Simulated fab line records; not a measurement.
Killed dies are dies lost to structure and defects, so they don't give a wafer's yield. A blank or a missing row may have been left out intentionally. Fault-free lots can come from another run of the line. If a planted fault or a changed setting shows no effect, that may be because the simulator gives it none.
Chamber matching | flow nand harc | cmp-04 running NHARC_A_DECK1_JOINT_CMP_02: 4 sister chambers
The step polishes SiOx. 4 wafers are shown with their chamber, then 7 later ones without.

== EACH WAFER AND ITS CHAMBER ==
wafer  | chamber | motor current A (A)
L824.1 | 3       | 12.1
L824.4 | 2       | 11.6
L826.2 | 1       | 12.7
L826.4 | 0       | 11.2

== WAFERS MISSING THEIR CHAMBER ==
wafer  | motor current A (A)
L826.5 | 11.9
L835.1 | 12.6
L835.4 | 11.2
L835.5 | 12.5
L837.3 | 12.9
L837.4 | 12.4
L837.6 | 11.6

== WHICH CHAMBER EACH WENT THROUGH ==
wafer  | from the rows above     | in truth
L826.5 | can't be placed: 3 or 2 | 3
L835.1 | 1                       | 1
L835.4 | 0                       | 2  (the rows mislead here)
L835.5 | can't be placed: 1 or 3 | 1
L837.3 | 1                       | 1
L837.4 | can't be placed: 1 or 3 | 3
L837.6 | 2                       | 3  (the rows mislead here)
Correctly placed: 2 of 7. Unplaceable from these rows: 3, with the true chamber sitting among the candidates in 3. Number placed wrongly: 2.
How it was worked out, from the rows above alone: a wafer's distance from a chamber is the root of the sum, over the readings, of the square of ((its reading less the chamber's mean) divided by the reading's scatter). If the next closest chamber is less than 2 further off than the closest, the wafer can't be placed; otherwise it belongs to the closest. For every chamber, the mean is computed from those of its wafers that are shown. The scatter: root of mean squared gap, hidden wafer to nearest shown wafer, with one shown wafer a chamber.
